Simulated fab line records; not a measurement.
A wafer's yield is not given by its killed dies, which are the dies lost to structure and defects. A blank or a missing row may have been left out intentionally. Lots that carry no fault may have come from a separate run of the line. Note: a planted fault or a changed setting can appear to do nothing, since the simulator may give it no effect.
Chamber matching || flow n5Finfet || 4 sister chambers for N5_PMOS_HMC_CHANNEL_EPI_ETCH_38 on rieSi-05
The step etches SiO2 in CF4, target depth 1.5 nm. 8 wafers are shown with their chamber, then 8 later ones without.

## WAFERS PAIRED WITH THEIR CHAMBERS
{"wafer": "L082.4", "chamber": 2, "drypumpMotorCurrentA (A)": 6.0, "throttleValvePct (%)": 21.79}
{"wafer": "L085.1", "chamber": 0, "drypumpMotorCurrentA (A)": 5.6, "throttleValvePct (%)": 22.01}
{"wafer": "L085.4", "chamber": 2, "drypumpMotorCurrentA (A)": 6.1, "throttleValvePct (%)": 21.81}
{"wafer": "L091.3", "chamber": 0, "drypumpMotorCurrentA (A)": 5.6, "throttleValvePct (%)": 22.01}
{"wafer": "L092.2", "chamber": 3, "drypumpMotorCurrentA (A)": 5.7, "throttleValvePct (%)": 22.00}
{"wafer": "L092.5", "chamber": 1, "drypumpMotorCurrentA (A)": 6.2, "throttleValvePct (%)": 21.87}
{"wafer": "L092.6", "chamber": 3, "drypumpMotorCurrentA (A)": 5.7, "throttleValvePct (%)": 22.01}
{"wafer": "L095.1", "chamber": 1, "drypumpMotorCurrentA (A)": 6.2, "throttleValvePct (%)": 21.89}

## WAFERS WHOSE CHAMBER IS MISSING
{"wafer": "L095.4", "drypumpMotorCurrentA (A)": 6.1, "throttleValvePct (%)": 21.62}
{"wafer": "L095.6", "drypumpMotorCurrentA (A)": 5.7, "throttleValvePct (%)": 22.01}
{"wafer": "L096.3", "drypumpMotorCurrentA (A)": 5.7, "throttleValvePct (%)": 22.00}
{"wafer": "L096.4", "drypumpMotorCurrentA (A)": 5.6, "throttleValvePct (%)": 22.01}
{"wafer": "L096.5", "drypumpMotorCurrentA (A)": 5.7, "throttleValvePct (%)": 22.00}
{"wafer": "L097.3", "drypumpMotorCurrentA (A)": 6.2, "throttleValvePct (%)": 21.89}
{"wafer": "L097.4", "drypumpMotorCurrentA (A)": 6.0, "throttleValvePct (%)": 21.61}
{"wafer": "L097.6", "drypumpMotorCurrentA (A)": 6.2, "throttleValvePct (%)": 21.89}

## THE CHAMBER EACH PASSED THROUGH
{"wafer": "L095.4", "from the rows above": 2, "in truth": 2}
{"wafer": "L095.6", "from the rows above": 3, "in truth": 3}
{"wafer": "L096.3", "from the rows above": 3, "in truth": 3}
{"wafer": "L096.4", "from the rows above": 0, "in truth": 0}
{"wafer": "L096.5", "from the rows above": 3, "in truth": 3}
{"wafer": "L097.3", "from the rows above": 1, "in truth": 1}
{"wafer": "L097.4", "from the rows above": 2, "in truth": 2}
{"wafer": "L097.6", "from the rows above": 1, "in truth": 1}
Correctly placed: 8 of 8. Number that these rows cannot place: 0. Wrongly placed: 0.
How it was worked out, from the rows above alone: a wafer's distance from a chamber is the root of the sum, over the readings, of the square of ((its reading less the chamber's mean) divided by the reading's scatter). The wafer belongs to the nearest chamber; if the next one is less than 2 further off, it can't be placed. Each chamber's mean is taken over the wafers shown for it. The scatter: the root of (the sum of the squares of (reading less its chamber's mean) over the shown wafers, divided by (wafers less chambers)).
